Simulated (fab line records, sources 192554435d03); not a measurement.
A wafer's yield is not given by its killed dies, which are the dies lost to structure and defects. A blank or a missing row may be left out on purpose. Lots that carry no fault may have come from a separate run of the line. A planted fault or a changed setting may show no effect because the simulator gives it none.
fab line records	flow n5Finfet
record: lots: 11	wafers: 31	lastDay: 19
route steps=1938 shown MOL_CONTACT_COAG@529 PASSIVATION@1936
lots that met no fault: taken from a fault-free run of the same line
startH: hours from the record's first day to the start of the lot's first wafer shown	waitH: hours from the lot's prior step to this one	" identical to the entry in the row above	L1.1+2: a single row standing in for several wafers	- no value, or no start given	* or withheld: withheld	< > ~ a bound
route shown NAME@n: names a module that has steps shown in the file, with the first one's number in the route	usual: mean/standard deviation taken from wafers without a fault	same: alike in all rows	chamber/n: place in a boat	sites: each site's reading	_std_site: standard deviation of those values	_edge_site: inner sites' mean taken away from outer sites' mean	radiusMm: how far each site lies from the wafer's centre	mask NAME#n: copy n	behind: the last tool/chamber to shape the wafer	hold: why the lot went on hold/how many hours it stayed there/how the hold came to an end	device: which transistor (n, p or np) failed to switch	end of line: the route-end tests of the same wafers	a step given without rows: its recipe and nothing more	killed: count of dies lost to structure and defects at first sort (not the wafer's yield)	map: a wafer's dies, x killed, . not, _ none there
set.NAME: the setting as run; set.NAME@STEP: as run at that earlier step	model.NAME: the simulator's own value behind a step, which no gauge read
steps of the route over a sample of lots; a table a step, a row a wafer
services: when a tool's chamber went out of use (startH, in hours from the record's first day, below 0 if earlier), for how many hours, and the reason
== steps ==
step: N5_MOL_CONTACT_COAG_DESCUM_13
recipe: chemistry: O2	timeS: 7	sourcePowerW: 50	biasPowerW: 20	pressureMtorr: 20	rfFrequencyHz: 2.712e+07	tempC: 40	resist: CAR-EUV	o2FlowSccm: 225
usual: drypumpMotorCurrentA: 5.8/0.42	oesProductAu: 0.75/0.066	rfVppV: 243.3/1	showerheadPlenumPTorr: 2.10/0.038	throttleValvePct: 20.37/0.13
lot.wafer	tool	chamber	startH	waitH	drypumpMotorCurrentA	oesProductAu	rfHoursCounterH	rfVppV	showerheadPlenumPTorr	throttleValvePct
L239.3	rieDiel-05	0	87.77	0.0	6.1	0.78	101	242.2	2.11	20.39
L239.4	"	3	"	"	5.5	0.77	141	246.4	2.18	20.26
L239.5	"	2	"	"	5.7	0.75	-	244.3	2.09	20.25
L240.2	rieDiel-05	1	97.31	0.0	6.3	0.91	16	244.1	2.06	20.11
L240.4	"	3	"	"	5.5	0.76	144	244.4	2.18	20.27
L240.6	"	0	"	"	6.1	0.77	-	243.4	2.11	20.41
L242.1	rieDiel-02	3	110.09	0.0	5.8	0.72	206	243.4	2.15	20.47
L242.2	"	2	"	"	4.9	0.76	138	243.0	2.10	20.62
L242.5	"	1	"	"	5.7	0.75	-	242.9	2.08	20.42
L243.1	rieDiel-04	1	112.35	0.0	5.4	0.71	194	243.8	2.16	20.31
L243.3	"	2	"	"	6.3	0.75	166	243.2	2.09	20.42
L243.4	"	0	"	"	6.0	0.69	204	242.8	2.07	20.27
L244.1	rieDiel-05	3	120.84	0.1	5.5	0.76	150	243.3	2.18	20.27
L244.2	"	2	"	"	5.7	0.74	180	242.3	2.09	20.26
L244.6	"	1	"	"	6.3	0.90	-	242.9	2.05	20.11
L250.1	rieDiel-04	3	169.76	0.0	5.4	0.67	212	244.8	2.15	20.51
L250.4	"	0	"	"	6.0	0.68	220	243.2	2.07	20.30
L252.1	rieDiel-05	3	178.89	0.4	5.5	0.74	168	244.3	2.17	20.32
L252.4	"	0	"	"	6.1	0.75	129	242.3	2.10	20.45
L255.2	rieDiel-02	1	192.26	0.2	5.7	0.73	180	242.9	2.07	20.45
L255.4	"	2	"	"	4.9	0.74	164	241.7	2.09	20.66
L255.5	"	0	"	"	6.2	0.85	-	244.1	2.13	20.38
L256.1	rieDiel-02	0	202.75	0.1	6.2	0.85	67	242.7	2.13	20.37
L256.3	"	1	"	"	5.7	0.72	183	243.8	2.07	20.48
L256.4	"	2	"	"	4.9	0.73	169	242.7	2.09	20.68
L262.1	rieDiel-05	2	227.87	0.6	5.7	0.70	216	242.5	2.08	20.31
L262.2	"	0	"	"	6.1	0.73	149	241.9	2.09	20.46
L262.6	"	3	"	"	5.5	0.73	-	242.9	2.16	20.31
L261.1	rieDiel-05	3	231.78	0.2	5.5	0.73	188	243.8	2.16	20.34
L261.3	"	1	"	"	6.3	0.84	60	242.4	2.04	20.19
L261.6	"	2	"	"	5.7	0.71	-	241.7	2.08	20.31
step: N5_MOL_CONTACT_COAG_ETCH_105
recipe: chemistry: CF4	target: SiARC	targetDepthA: 156	maskMaterial: CAR-EUV	timeS: 26	ionEnergyEv: 80	pressureMtorr: 40	sourceW: 545	biasW: 36	Ar_flow_sccm: 100	cf4FlowSccm: 100	ends: cleared
usual: drypumpMotorCurrentA: 5.8/0.42	etchRfOnTimeS: 25.96/0.26	oesProductAu: 0.64/0.056	rfVppV: 184.2/1	showerheadPlenumPTorr: 2.16/0.04	throttleValvePct: 15.60/0.16
lot.wafer	tool	chamber	startH	waitH	drypumpMotorCurrentA	etchRfOnTimeS	oesProductAu	rfHoursCounterH	rfVppV	showerheadPlenumPTorr	throttleValvePct
L239.3	rieDiel-05	0	87.83	0.0	6.1	25.66	0.67	101	184.1	2.16	15.58
L239.4	"	3	"	"	5.5	25.80	0.66	141	186.2	2.23	15.54
L239.5	"	2	"	"	5.7	25.62	0.65	-	184.4	2.14	15.43
L240.2	rieDiel-05	1	97.36	0.0	6.3	25.86	0.78	16	182.7	2.11	15.26
L240.4	"	3	"	"	5.5	25.78	0.65	144	185.4	2.23	15.53
L240.6	"	0	"	"	6.1	25.66	0.66	-	183.8	2.16	15.58
L242.1	rieDiel-02	3	110.14	0.0	5.8	25.82	0.61	206	184.7	2.20	15.74
L242.2	"	2	"	"	4.8	25.64	0.66	138	183.0	2.15	15.79
L242.5	"	1	"	"	5.7	25.26	0.65	-	184.9	2.15	15.70
L243.1	rieDiel-04	1	112.41	0.0	5.4	26.41	0.60	194	186.0	2.21	15.57
L243.3	"	2	"	"	6.2	25.59	0.65	166	184.3	2.13	15.59
L243.4	"	0	"	"	6.0	26.13	0.59	204	182.9	2.12	15.52
L244.1	rieDiel-05	3	120.90	0.0	5.5	26.15	0.64	150	184.8	2.23	15.55
L244.2	"	2	"	"	5.7	26.26	0.63	180	184.4	2.13	15.44
L244.6	"	1	"	"	6.3	26.01	0.78	-	183.7	2.10	15.28
L250.1	rieDiel-04	3	169.82	0.0	5.3	26.27	0.58	212	185.6	2.21	15.83
L250.4	"	0	"	"	6.0	26.48	0.58	220	184.7	2.12	15.55
L252.1	rieDiel-05	3	178.94	0.0	5.5	26.15	0.63	168	184.3	2.22	15.60
L252.4	"	0	"	"	6.1	25.99	0.64	129	185.9	2.15	15.62
L255.2	rieDiel-02	1	192.31	0.0	5.7	25.96	0.63	180	184.6	2.14	15.74
L255.4	"	2	"	"	4.8	26.17	0.63	165	183.6	2.14	15.84
L255.5	"	0	"	"	6.2	25.84	0.72	-	183.2	2.17	15.47
L256.1	rieDiel-02	0	202.81	0.0	6.2	26.03	0.73	67	184.2	2.17	15.48
L256.3	"	1	"	"	5.7	25.99	0.62	183	185.2	2.14	15.77
L256.4	"	2	"	"	4.9	25.96	0.63	169	184.4	2.14	15.85
L262.1	rieDiel-05	2	227.93	0.0	5.7	25.98	0.61	216	184.0	2.12	15.51
L262.2	"	0	"	"	6.1	26.08	0.62	149	185.2	2.14	15.67
L262.6	"	3	"	"	5.5	26.23	0.62	-	185.5	2.22	15.64
L261.1	rieDiel-05	3	231.83	0.0	5.5	26.37	0.61	188	185.8	2.21	15.64
L261.3	"	1	"	"	6.3	26.02	0.71	60	182.4	2.09	15.37
L261.6	"	2	"	"	5.7	26.04	0.61	-	184.7	2.12	15.51
step: N5_MOL_CONTACT_COAG_PRE_CLEAN_141
recipe: gas: H2/He	timeS: 60	tempC: 300
usual: heaterPowerW: 462/39
lot.wafer	tool	chamber	startH	waitH	heaterPowerW
L239.3	pvdSputter-03	-	91.74	0.9	419
L239.4	"	-	"	"	500
L239.5	"	-	"	"	415
L240.2	pvdSputter-01	-	101.53	0.7	517
L240.4	"	-	"	"	404
L240.6	"	-	"	"	466
L242.1	pvdSputter-03	-	113.06	1.6	404
L242.2	"	-	"	"	416
L242.5	"	-	"	"	491
L243.1	pvdSputter-01	-	113.95	0.2	515
L243.3	"	-	"	"	421
L243.4	"	-	"	"	530
L244.1	pvdSputter-03	-	125.48	3.2	490
L244.2	"	-	"	"	418
L244.6	"	-	"	"	511
L250.1	pvdSputter-02	-	171.80	0.6	482
L250.4	"	-	"	"	489
L252.1	pvdSputter-03	-	181.83	1.5	410
L252.4	"	-	"	"	408
L255.2	pvdSputter-01	-	196.58	2.7	535
L255.4	"	-	"	"	453
L255.5	"	-	"	"	396
L256.1	pvdSputter-02	-	204.70	0.3	471
L256.3	"	-	"	"	474
L256.4	"	-	"	"	460
L262.1	pvdSputter-02	-	230.39	0.9	455
L262.2	"	-	"	"	475
L262.6	"	-	"	"	434
L261.1	pvdSputter-02	-	234.68	0.6	440
L261.3	"	-	"	"	470
L261.6	"	-	"	"	464
step: N5_MOL_CONTACT_COAG_ALD_123
recipe: material: SiNx	targetThkA: 50	tempC: 400	aldPrecursorFamily: SiH2I2	aldCoReactant: N2/H2-plasma	pulseTimeS: 1	purgeTimeS: 2	coReactantPurgeTimeS: 2	aldCycles: 100	pressureTorr: 2
usual: aldCycles: 100/0	heaterPowerW: 785/79	precursorPulseHeightRel: 1.001/0.02
lot.wafer	tool	chamber	startH	waitH	aldCycles	heaterPowerW	precursorPulseHeightRel
L239.3	aldSin-04	1	99.35	1.7	100	746	0.997
L239.4	"	3	"	"	100	752	1.010
L239.5	"	1	"	"	100	763	0.989
L240.2	aldSin-02	2	106.85	0.0	100	637	1.007
L240.4	"	1	"	"	100	942	1.015
L240.6	"	1	"	"	100	929	1.021
L242.1	aldSin-01	2	123.85	2.4	100	856	0.988
L242.2	"	3	"	"	100	859	1.027
L242.5	"	1	"	"	100	742	1.006
L243.1	aldSin-01	2	125.40	2.4	100	865	1.021
L243.3	"	1	"	"	100	733	0.995
L243.4	"	0	"	"	100	905	0.994
L244.1	aldSin-01	1	130.73	0.0	100	744	1.017
L244.2	"	0	"	"	100	901	1.012
L244.6	"	3	"	"	100	848	1.032
L250.1	aldSin-01	2	177.19	0.1	72	880	1.017
L250.4	"	3	"	"	72	831	1.022
L252.1	aldSin-01	1	188.45	0.1	72	740	0.993
L252.4	"	1	"	"	72	747	1.000
L255.2	aldSin-01	1	202.07	0.0	100	744	1.022
L255.4	"	2	"	"	72	856	1.025
L255.5	"	1	"	"	100	731	0.999
L256.1	aldSin-02	2	209.90	0.1	100	662	1.005
L256.3	"	0	"	"	100	770	0.989
L256.4	"	0	"	"	100	777	1.022
L262.1	aldSin-04	3	236.50	0.0	100	784	0.988
L262.2	"	0	"	"	100	675	1.009
L262.6	"	2	"	"	100	755	1.000
L261.1	aldSin-02	1	240.79	0.2	100	963	1.001
L261.3	"	0	"	"	100	777	0.985
L261.6	"	3	"	"	100	769	1.008
step: N5_PASSIVATION_PROBE_49
usual: killed_at_M0_to_M3: 37/12	killed_at_M4_up: 15/5.6	killedAtContacts: 13/6.9	killedAtFrontEnd: 40/11	killedAtOther: 4/3.2	killedDies: 109/20	killedOnRim: 14/4.3	killedOpen: 73/15	killedShort: 35/8.3
same: grossDies: 1180	killedAtBackSide: 0
lot.wafer	tool	chamber	startH	waitH	killed_at_M0_to_M3	killed_at_M4_up	killedAtContacts	killedAtFrontEnd	killedAtOther	killedDies	killedOnRim	killedOpen	killedShort
L239.3	prober-01	-	307.44	0.1	33	17	24	34	5	113	13	87	26
L239.4	prober-01	-	307.49	0.2	46	7	16	38	1	108	9	79	29
L239.5	prober-01	-	307.54	0.2	37	12	22	60	8	139	16	104	35
L240.2	prober-01	-	341.71	0.1	36	24	6	26	4	96	18	61	34
L240.4	prober-01	-	341.81	0.2	23	22	8	26	1	80	10	60	18
L240.6	prober-01	-	341.91	0.3	62	30	6	32	2	132	19	84	47
L242.1	prober-02	-	356.98	0.0	21	12	9	30	1	73	10	46	27
L242.2	prober-02	-	357.03	0.1	32	22	8	30	2	94	15	56	37
L242.5	prober-02	-	357.18	0.2	21	13	12	29	1	76	6	54	22
L243.1	prober-02	-	363.73	0.0	34	10	24	43	4	115	16	74	39
L243.3	prober-02	-	363.83	0.1	30	10	15	42	0	97	9	63	33
L243.4	prober-02	-	363.88	0.2	23	10	18	46	4	101	11	62	37
L250.1	prober-02	-	406.93	0.3	43	16	13	31	4	107	17	74	33
L250.4	prober-02	-	407.08	0.4	38	13	10	41	1	103	13	69	34
L255.2	prober-01	-	425.93	0.1	42	13	14	38	1	108	14	64	44
L255.4	prober-01	-	426.03	0.2	38	17	17	37	8	117	17	69	48
L255.5	prober-01	-	426.08	0.2	34	11	15	18	1	79	11	47	31
L252.1	prober-02	-	426.85	0.0	34	12	25	37	0	108	18	73	31
L252.4	prober-02	-	427.00	0.2	41	11	21	34	1	108	18	64	42
L256.1	prober-01	-	431.19	0.0	20	26	16	44	7	113	12	79	33
L256.3	prober-01	-	431.29	0.1	24	21	9	38	2	94	12	57	37
L256.4	prober-01	-	431.34	0.2	48	10	8	51	2	119	11	80	38
L262.1	prober-02	-	454.25	0.0	15	20	26	39	1	101	11	69	32
L262.2	prober-02	-	454.30	0.1	32	17	19	42	4	114	17	85	28
L262.6	prober-02	-	454.50	0.3	28	22	14	58	2	124	23	91	30
L261.1	prober-02	-	464.55	0.0	29	11	14	23	7	84	15	50	34
L261.3	prober-02	-	464.65	0.1	28	16	8	33	4	89	11	57	31
L261.6	prober-02	-	464.80	0.3	24	8	4	36	11	83	16	50	33
L244.1	prober-01	-	466.97	0.0	39	8	7	24	1	79	8	52	24
L244.2	prober-01	-	467.02	0.1	48	17	4	28	1	98	9	60	35
L244.6	prober-01	-	467.22	0.3	28	17	4	34	4	87	13	50	35
killed by level:class
L239.3 MOL_CONTACT_COAG:geometricParticle:open=23 BEOL_M0_SAQP:geometricParticle:short=8 BEOL_M3:geometricParticle:open=8 STI_FIN_REVEAL:geometricParticle:open=6 BEOL_M1:geometricParticle:open=6 BEOL_M5:geometricParticle:open=6 BEOL_M0_SAQP:geometricParticle:open=5 BEOL_M7:geometricParticle:open=5
L239.4 MOL_CONTACT_COAG:geometricParticle:open=15 FIN_SAQP:geometricParticle:open=12 BEOL_M0_SAQP:geometricParticle:open=12 BEOL_M0_SAQP:geometricParticle:short=11 STI_FIN_REVEAL:geometricParticle:open=10 BEOL_M2:geometricParticle:open=6 BEOL_M0:geometricParticle:open=5 BEOL_M1:geometricParticle:open=5
L239.5 STI_FIN_REVEAL:geometricParticle:open=18 MOL_CONTACT_COAG:geometricParticle:open=17 BEOL_M0_SAQP:geometricParticle:open=10 FIN_SAQP:geometricParticle:open=9 BEOL_M2:geometricParticle:open=9 DUMMY_GATE:geometricParticle:open=7 GATE_CUT:geometricParticle:short=6 BEOL_M3:geometricParticle:open=6
L240.2 BEOL_M4:geometricParticle:open=13 BEOL_M0_SAQP:geometricParticle:short=11 BEOL_M0_SAQP:geometricParticle:open=9 BEOL_M2:geometricParticle:open=6 DUMMY_GATE:geometricParticle:open=5 FIN_SAQP:geometricParticle:open=4 MOL_CONTACT_COAG:geometricParticle:open=4 STI_FIN_REVEAL:geometricParticle:open=3
L240.4 BEOL_M4:geometricParticle:open=12 MOL_CONTACT_COAG:geometricParticle:open=7 DUMMY_GATE:geometricParticle:open=6 BEOL_M0_SAQP:geometricParticle:open=5 BEOL_M3:geometricParticle:open=5 STI_FIN_REVEAL:geometricParticle:open=4 BEOL_M5:geometricParticle:open=4 BEOL_M0_SAQP:geometricParticle:short=4
L240.6 STI_FIN_REVEAL:geometricParticle:open=11 BEOL_M4:geometricParticle:open=11 BEOL_M0_SAQP:geometricParticle:open=9 BEOL_M0_SAQP:geometricParticle:short=8 BEOL_M2:geometricParticle:open=8 BEOL_M3:geometricParticle:open=8 FIN_SAQP:geometricParticle:open=7 BEOL_M0:geometricParticle:open=7
L242.1 FIN_SAQP:geometricParticle:open=9 FIN_SAQP:geometricParticle:short=9 MOL_CONTACT_COAG:geometricParticle:open=7 BEOL_M2:geometricParticle:open=4 STARTING-WAFER:geometricParticle:short=4 BEOL_M0_SAQP:geometricParticle:short=3 BEOL_M0_SAQP:geometricParticle:open=3 BEOL_M3:geometricParticle:open=3
L242.2 BEOL_M4:geometricParticle:open=12 BEOL_M0_SAQP:geometricParticle:short=8 BEOL_M1:geometricParticle:open=7 FIN_SAQP:geometricParticle:open=6 MOL_CONTACT_COAG:geometricParticle:open=6 BEOL_M2:geometricParticle:open=6 DUMMY_GATE:geometricParticle:open=5 FIN_SAQP:geometricParticle:short=4
L242.5 MOL_CONTACT_COAG:geometricParticle:open=10 BEOL_M4:geometricParticle:open=7 BEOL_M2:geometricParticle:open=7 DUMMY_GATE:geometricParticle:open=5 FIN_SAQP:geometricParticle:open=4 GATE_CUT:geometricParticle:short=4 BEOL_M0_SAQP:geometricParticle:open=4 STARTING-WAFER:geometricParticle:short=4
L243.1 MOL_CONTACT_COAG:geometricParticle:open=19 STI_FIN_REVEAL:geometricParticle:open=12 BEOL_M2:geometricParticle:open=10 FIN_SAQP:geometricParticle:short=7 BEOL_M0_SAQP:geometricParticle:short=6 MOL_CONTACT_COAG:geometricParticle:short=5 BEOL_M0:geometricParticle:open=5 FIN_SAQP:geometricParticle:open=4
L243.3 BEOL_M2:geometricParticle:open=13 STI_FIN_REVEAL:geometricParticle:open=11 MOL_CONTACT_COAG:geometricParticle:open=11 FIN_SAQP:geometricParticle:short=7 FIN_SAQP:geometricParticle:open=5 MOL_CONTACT_COAG:geometricParticle:short=4 BEOL_M0_SAQP:geometricParticle:short=4 BEOL_M1:geometricParticle:open=4
L243.4 MOL_CONTACT_COAG:geometricParticle:open=13 FIN_SAQP:geometricParticle:open=10 BEOL_M2:geometricParticle:open=9 FIN_SAQP:geometricParticle:short=6 STI_FIN_REVEAL:geometricParticle:open=6 STI_FIN_REVEAL:geometricParticle:short=5 DUMMY_GATE:geometricParticle:open=5 MOL_CONTACT_COAG:geometricParticle:short=5
L250.1 BEOL_M0_SAQP:geometricParticle:short=14 MOL_CONTACT_COAG:geometricParticle:open=10 STI_FIN_REVEAL:geometricParticle:open=9 BEOL_M3:geometricParticle:open=9 BEOL_M0_SAQP:geometricParticle:open=8 BEOL_M2:geometricParticle:open=8 BEOL_M5:geometricParticle:open=5 FIN_SAQP:geometricParticle:open=4
L250.4 BEOL_M3:geometricParticle:open=15 FIN_SAQP:geometricParticle:short=9 FIN_SAQP:geometricParticle:open=9 MOL_CONTACT_COAG:geometricParticle:open=9 STI_FIN_REVEAL:geometricParticle:open=6 BEOL_M2:geometricParticle:open=5 BEOL_M0_SAQP:geometricParticle:open=5 BEOL_M3:geometricParticle:short=5
L255.2 BEOL_M2:geometricParticle:open=16 FIN_SAQP:geometricParticle:open=9 MOL_CONTACT_COAG:geometricParticle:open=9 GATE_CUT:geometricParticle:short=8 FIN_SAQP:geometricParticle:short=7 BEOL_M0_SAQP:geometricParticle:short=6 BEOL_M2:geometricParticle:short=6 BEOL_M5:geometricParticle:open=6
L255.4 MOL_CONTACT_COAG:geometricParticle:open=14 BEOL_M0_SAQP:geometricParticle:short=9 FIN_SAQP:geometricParticle:open=7 GATE_CUT:geometricParticle:short=7 BEOL_M2:geometricParticle:open=6 BEOL_M2:geometricParticle:short=6 BEOL_M3:geometricParticle:open=6 BEOL_M4:geometricParticle:open=6
L255.5 MOL_CONTACT_COAG:geometricParticle:open=14 BEOL_M2:geometricParticle:short=8 FIN_SAQP:geometricParticle:short=6 BEOL_M2:geometricParticle:open=6 BEOL_M5:geometricParticle:open=6 BEOL_M0_SAQP:geometricParticle:short=5 STI_FIN_REVEAL:geometricParticle:open=4 BEOL_M1:geometricParticle:open=4
L252.1 MOL_CONTACT_COAG:geometricParticle:open=22 BEOL_M0_SAQP:geometricParticle:open=8 BEOL_M2:geometricParticle:open=7 BEOL_M0_SAQP:geometricParticle:short=7 BEOL_M1:geometricParticle:open=7 FIN_SAQP:geometricParticle:short=6 GATE_CUT:geometricParticle:short=6 GATE_CUT:geometricParticle:open=6
L252.4 MOL_CONTACT_COAG:geometricParticle:open=14 BEOL_M0_SAQP:geometricParticle:open=12 BEOL_M0_SAQP:geometricParticle:short=11 GATE_CUT:geometricParticle:open=7 MOL_CONTACT_COAG:geometricParticle:short=7 BEOL_M2:geometricParticle:open=7 BEOL_M2:geometricParticle:short=5 BEOL_M5:geometricParticle:open=5
L256.1 MOL_CONTACT_COAG:geometricParticle:open=13 STI_FIN_REVEAL:geometricParticle:open=9 BEOL_M4:geometricParticle:open=9 FIN_SAQP:geometricParticle:open=7 FIN_SAQP:geometricParticle:short=6 BEOL_M3:geometricParticle:open=6 BEOL_M5:geometricParticle:open=6 BEOL_M7:geometricParticle:open=5
L256.3 BEOL_M4:geometricParticle:open=15 FIN_SAQP:geometricParticle:open=12 FIN_SAQP:geometricParticle:short=7 MOL_CONTACT_COAG:geometricParticle:open=6 BEOL_M0_SAQP:geometricParticle:short=6 BEOL_M0_SAQP:geometricParticle:open=5 STI_FIN_REVEAL:geometricParticle:open=4 BEOL_M3:geometricParticle:open=4
L256.4 FIN_SAQP:geometricParticle:open=18 FIN_SAQP:geometricParticle:short=15 BEOL_M0_SAQP:geometricParticle:open=11 BEOL_M0_SAQP:geometricParticle:short=10 STI_FIN_REVEAL:geometricParticle:open=7 MOL_CONTACT_COAG:geometricParticle:open=7 BEOL_M1:geometricParticle:open=7 BEOL_M3:geometricParticle:open=7
L262.1 MOL_CONTACT_COAG:geometricParticle:open=22 STI_FIN_REVEAL:geometricParticle:open=11 DUMMY_GATE:geometricParticle:open=6 BEOL_M4:geometricParticle:open=6 GATE_CUT:geometricParticle:short=5 BEOL_M6:geometricParticle:open=5 MOL_CONTACT_COAG:geometricParticle:short=4 BEOL_M1:geometricParticle:open=4
L262.2 MOL_CONTACT_COAG:geometricParticle:open=18 BEOL_M3:geometricParticle:open=11 FIN_SAQP:geometricParticle:open=6 STI_FIN_REVEAL:geometricParticle:open=6 DUMMY_GATE:geometricParticle:open=6 BEOL_M0_SAQP:geometricParticle:open=6 BEOL_M4:geometricParticle:open=6 ILD0:geometricParticle:open=5
L262.6 STI_FIN_REVEAL:geometricParticle:open=22 FIN_SAQP:geometricParticle:open=12 BEOL_M4:geometricParticle:open=12 MOL_CONTACT_COAG:geometricParticle:open=10 FIN_SAQP:geometricParticle:short=9 BEOL_M0_SAQP:geometricParticle:open=8 BEOL_M2:geometricParticle:open=7 BEOL_M3:geometricParticle:open=5
L261.1 MOL_CONTACT_COAG:geometricParticle:open=14 BEOL_M0_SAQP:geometricParticle:short=10 BEOL_M0_SAQP:geometricParticle:open=10 FIN_SAQP:geometricParticle:short=9 BEOL_M1:geometricParticle:open=5 BEOL_M4:geometricParticle:open=4 FIN_SAQP:geometricParticle:open=3 DUMMY_GATE:geometricParticle:open=3
L261.3 FIN_SAQP:geometricParticle:open=7 MOL_CONTACT_COAG:geometricParticle:open=7 BEOL_M4:geometricParticle:open=6 FIN_SAQP:geometricParticle:short=5 BEOL_M1:geometricParticle:open=5 BEOL_M2:geometricParticle:open=5 STARTING-WAFER:geometricParticle:short=5 ILD0:geometricParticle:open=4
L261.6 ILD0:geometricParticle:short=7 GATE_CUT:geometricParticle:short=6 BEOL_M0_SAQP:geometricParticle:short=6 BEOL_M0_SAQP:geometricParticle:open=5 BEOL_M1:geometricParticle:open=5 FIN_SAQP:geometricParticle:open=4 MIM_BOT:geometricParticle:open=4 DUMMY_GATE:geometricParticle:open=3
L244.1 BEOL_M2:geometricParticle:open=15 BEOL_M0_SAQP:geometricParticle:open=8 MOL_CONTACT_COAG:geometricParticle:open=4 BEOL_M0_SAQP:geometricParticle:short=4 BEOL_M3:geometricParticle:open=4 STARTING-WAFER:geometricParticle:open=4 STARTING-WAFER:geometricParticle:short=4 BEOL_M0:geometricParticle:open=3
L244.2 BEOL_M0_SAQP:geometricParticle:short=9 BEOL_M3:geometricParticle:open=9 DUMMY_GATE:geometricParticle:open=8 BEOL_M2:geometricParticle:open=8 GATE_CUT:geometricParticle:short=7 BEOL_M0_SAQP:geometricParticle:open=6 BEOL_M1:geometricParticle:open=6 BEOL_M2:geometricParticle:short=5
L244.6 BEOL_M2:geometricParticle:open=11 GATE_CUT:geometricParticle:short=9 BEOL_M0_SAQP:geometricParticle:short=7 DUMMY_GATE:geometricParticle:open=6 MOL_CONTACT_COAG:geometricParticle:open=4 BEOL_M1:geometricParticle:open=4 BEOL_M4:geometricParticle:open=4 BEOL_M4:geometricParticle:short=4
== services ==
tool	chamber	startH	hours	kind
aldSin-01	3	69.84	2.9	repair
rieDiel-02	-	71.96	1.9	repair
aldSin-02	-	75.15	1.5	repair
pvdSputter-02	-	84.23	21.7	repair
aldSin-04	-	85.25	14.0	pm
rieDiel-02	-	91.19	4.7	repair
aldSin-01	-	102.83	2.8	pm
pvdSputter-01	-	106.85	4.6	repair
aldSin-04	-	113.38	14.6	pm
pvdSputter-03	-	118.44	0.6	repair
aldSin-01	-	119.33	4.3	pm
aldSin-04	-	133.53	6.0	pm
rieDiel-04	1	137.43	26.9	repair
rieDiel-04	-	140.31	15.6	pm
pvdSputter-02	-	143.09	2.5	repair
aldSin-01	-	143.33	14.6	pm
rieDiel-02	-	187.57	0.5	repair
rieDiel-05	1	217.15	4.6	repair
rieDiel-02	1	217.15	5.2	repair
rieDiel-04	3	230.56	7.6	repair
rieDiel-02	3	237.75	-	clean
rieDiel-02	3	237.75	-	consumableReplace:esc
rieDiel-02	3	237.75	-	consumableReplace:focusRing
rieDiel-02	3	237.75	29.9	scheduledDown
== key ==
firstSign: step: N5_MOL_CONTACT_COAG_ALD_123	reading: aldCycles	direction: down	sigmas: 99+	usual: *	struck: *
effect none on later readings
metAt N5_MOL_CONTACT_COAG_ALD_123
struckLots L250,L252,L255
struckWafers L250.1,L250.4,L252.1,L252.4,L255.4
testerLeftOut L250,L252,L255
notActingAt N5_MOL_CONTACT_COAG_DESCUM_13,N5_MOL_CONTACT_COAG_ETCH_105,N5_MOL_CONTACT_COAG_PRE_CLEAN_141
onsetBetween 130.73 177.19
fault: kind: processParameterDrift	tool: aldSin-01	chamber: -	onsetH: 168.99	steps: N5_MOL_CONTACT_COAG_ALD_123	channel: aldCycles	offset: *	shape: step	endH: 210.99	scope: struckWafersOnly	actsIn: *	stated: *
testerLeftOut: of these lots the tester's yield and bins aren't shown, on N5 and GAA mostly nor the transistor test; their killed dies are dies lost to structure and defects alone, not to doping, threshold or leakage, so they don't give the yield
